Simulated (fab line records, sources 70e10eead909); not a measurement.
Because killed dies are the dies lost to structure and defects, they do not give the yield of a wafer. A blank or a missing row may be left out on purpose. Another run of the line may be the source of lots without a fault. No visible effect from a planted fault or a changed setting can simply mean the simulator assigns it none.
A struck lot beside a sound one / flow nand harc / 14 out of 1302 route steps
Sound: these wafers, L128.3, L128.5, L128.6. Wafers L110.1, L110.4, L110.5 were the ones struck. At the end, the cause is stated.
For every step that has rows: the tool of each side, followed by ch and its chambers, followed by its first start. Under that, the readings that differ: sound wafers / struck wafers / difference of the means / sigmas: that difference in standard deviations of wafers without a fault.
alike: same words and numbers on both sides, and readings whose means sit less than 2 such deviations apart. not compared: any withheld reading, any reading some wafer has no value for, any bound like >300 that may hide the same value, and any number with overlapping values for which the record gives no deviation.
The two part at a step that has a row with sigmas, a row that says differs or no value, or rows on one side only. Numbers that don't overlap but have no deviation are shown without sigmas and don't part them. Lack of a reading on every wafer of one side parts them only where that side has two or more wafers.

first, 7 steps without rows for these wafers: NHARC_P_STI_SRD_35; NHARC_P_STI_ETCH_36 (etches SiO2 in dHF, target depth 38.8 nm); NHARC_P_STI_STRIP_24 (strips Si3N4 in H3PO4); NHARC_P_STI_ETCH_37 (etches SiO2 in dHF, target depth 11 nm); NHARC_P_STI_PRECLEAN_38 (cleans in SC1); NHARC_P_STI_SRD_39; NHARC_P_STI_OXIDE_40 (material SiO2, target thk 10 nm, ox time 1362 s).
NHARC_P_STI_INSPECT_25:
  sound on defect inspect-01, day 12 10:45; struck on defect inspect-01, day 4 20:11
  alike: raw defect count
then, 3 steps without rows for these wafers: NHARC_P_GATE_ETCH_69 (etches SiO2 in dHF, target depth 14 nm); NHARC_P_GATE_PRECLEAN_70 (cleans in SC1); NHARC_P_GATE_SRD_01.
NHARC_P_GATE_OXIDE_02: material SiO2, target thk 37.5 nm, ox time 365 s.
  sound on furnace-07 ch 0, day 12 14:07; struck on furnace-07 ch 0, day 5 06:07
  alike: spike tc lower C
then, 1 step without rows for these wafers: NHARC_P_GATE_DEHYDRATE_03 (time 120 s).
-- the record jumps here: 19 days lie between the struck wafers' starts before and after (it left off in module P_GATE and takes up again in module END, whose first step shown is number 1302 of the route) --
NHARC_END_SORT_01:
  only the struck wafers appear in the record here, on prober-01 ch 0 at day 24 08:25; the sound ones have no rows

## WHERE THEY PART
Within this record, at NHARC_END_SORT_01 only.

WHY: the cause the simulator had injected
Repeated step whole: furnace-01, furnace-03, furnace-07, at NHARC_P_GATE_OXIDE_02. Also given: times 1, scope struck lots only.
